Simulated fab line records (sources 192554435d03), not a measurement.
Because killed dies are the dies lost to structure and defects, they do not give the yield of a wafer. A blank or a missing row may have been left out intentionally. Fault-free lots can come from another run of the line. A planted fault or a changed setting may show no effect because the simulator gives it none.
What tool caused it? -- flow n5Finfet -- 31 wafers sampled from 11 lots at 1 step of a route of 1938

WHAT EACH GAUGE READ, for each wafer
N5_BEOL_M8_OVL_MEAS_12.
lot,measured,on,M8_OVL (nm)
L986,day 9 01:44,overlay-02,0.1 0.4 0.5
L989,day 9 21:33,overlay-02,-0.7 0.9
L991,day 10 00:22,overlay-02,1.1 -0.6 0.4
L992,day 10 20:43,overlay-01,-1.1 0.8 -1.1
L994,day 11 22:52,overlay-01,-0.2 0.2 -1.2
L997,day 12 18:07,overlay-02,-1.1 -1.3 -1.7
L101,day 13 13:37,overlay-01,-0.7 -1.2 -1.3
L103,day 13 16:03,overlay-02,-0.6 -0.6
L105,day 14 10:33,overlay-01,-0.1 0.5 -1.0
L107,day 15 05:43,overlay-01,-1.0 0.3 -0.6
L109,day 15 13:16,overlay-01,-1.3 -0.6 -0.9

WHICH TOOL RAN EACH LOT (tool, then ch and the chambers of the sampled wafers, then the start)
There is no process step in the record ahead of these readings.

THE ANSWER, worked out from the rows above alone
Rule: the lots themselves supply what counts as usual. The widest of any qualifying gaps counts: lots, ordered by their means at a reading, are off when they make up no more than a third of the lots, leave a main group of 4 or more, and stand apart from it by 3 or more times the standard deviation of that group's means. Not used: any main group whose means are identical at the precision the tables above print for the reading. Also off: a lot with no number at a reading for which 4 or more lots have one. Any other lot the step has rows for is counted as sound.
Nothing can be told from this: no lot is off at any reading shown.

WHAT THE SIMULATOR PUT IN
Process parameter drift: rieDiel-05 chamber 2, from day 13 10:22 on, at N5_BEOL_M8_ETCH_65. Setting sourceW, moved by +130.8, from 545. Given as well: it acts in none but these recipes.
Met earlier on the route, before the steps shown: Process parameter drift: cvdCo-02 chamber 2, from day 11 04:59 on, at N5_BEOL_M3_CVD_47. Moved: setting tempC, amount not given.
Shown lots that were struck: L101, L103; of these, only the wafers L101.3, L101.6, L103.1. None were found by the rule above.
